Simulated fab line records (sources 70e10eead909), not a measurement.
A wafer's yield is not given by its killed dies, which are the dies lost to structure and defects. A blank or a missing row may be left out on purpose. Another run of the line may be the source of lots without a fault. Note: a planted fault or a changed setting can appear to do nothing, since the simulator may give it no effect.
Which tool is to blame? ; flow nand-harc ; 21 wafers from 7 lots sampled at 3 of the route's 1302 steps

WHAT THE GAUGES SHOWED, per wafer
NHARC_A_ONON_D1_THK_MEAS_24: measures by ellipsometry.
lot;measured;on;thk-nm (nm)
L999;day 9 00:27;film-metro-01;1004 1004 1004
L101;day 10 02:27;film-metro-02;1471 1471 1472
L110;day 13 15:14;film-metro-02;986 987 988
L114;day 15 05:28;film-metro-01;992 991 991
L116;day 16 14:02;film-metro-01;1013 1012 1011
L118;day 16 14:23;film-metro-01;1000 1002 1000
L120;day 17 16:46;film-metro-01;1011 1010 1010

WHICH TOOL RAN EACH LOT (tool, then ch and the chambers of the sampled wafers, then the start)
lot;NHARC_A_ZERO_WELL_RTA_16;NHARC_A_ONON_D1_DEP_22
L999;rtp-anneal-02 ch 0, day 7 16:27;pecvd-onon-01 ch 0, day 8 23:56
L101;rtp-anneal-02 ch 0, day 8 14:38;pecvd-onon-01 ch 0, day 10 01:56
L110;rtp-anneal-02 ch 0, day 12 06:54;pecvd-onon-01 ch 0, day 13 14:43
L114;rtp-anneal-01 ch 0, day 13 19:27;pecvd-onon-01 ch 0, day 15 04:58
L116;rtp-anneal-02 ch 0, day 15 00:22;pecvd-onon-04 ch 0, day 16 13:34
L118;rtp-anneal-02 ch 0, day 15 07:54;pecvd-onon-04 ch 0, day 16 13:52
L120;rtp-anneal-02 ch 0, day 16 04:25;pecvd-onon-04 ch 0, day 17 16:16
- NHARC_A_ZERO_WELL_RTA_16: time 10 s.
- NHARC_A_ONON_D1_DEP_22: target thk 1000 nm.

THE ANSWER, worked out from the rows above alone
Rule: usual is defined by the lots themselves. The widest of any qualifying gaps counts: lots, ordered by their means at a reading, are off when they make up no more than a third of the lots, leave a main group of 4 or more, and stand apart from it by 3 or more times the standard deviation of that group's means. The tables above print the reading to a certain number of digits; a main group whose means all agree to those digits is not used. A lot without any number at a reading at which 4 lots or more have one is off too. Any other lot the step has rows for is counted as sound.
Off, at NHARC_A_ONON_D1_THK_MEAS_24 on thk-nm: L101. The main group: mean 1001 nm, standard deviation 9.2.
If a tool, at a process step before that reading, ran all the lots that are off and no sound lot after the first of them, it fits. Those tools and the gauges at NHARC_A_ONON_D1_THK_MEAS_24 are tried in the same way. None of those tried fits.

WHAT WAS PUT IN BY THE SIMULATOR
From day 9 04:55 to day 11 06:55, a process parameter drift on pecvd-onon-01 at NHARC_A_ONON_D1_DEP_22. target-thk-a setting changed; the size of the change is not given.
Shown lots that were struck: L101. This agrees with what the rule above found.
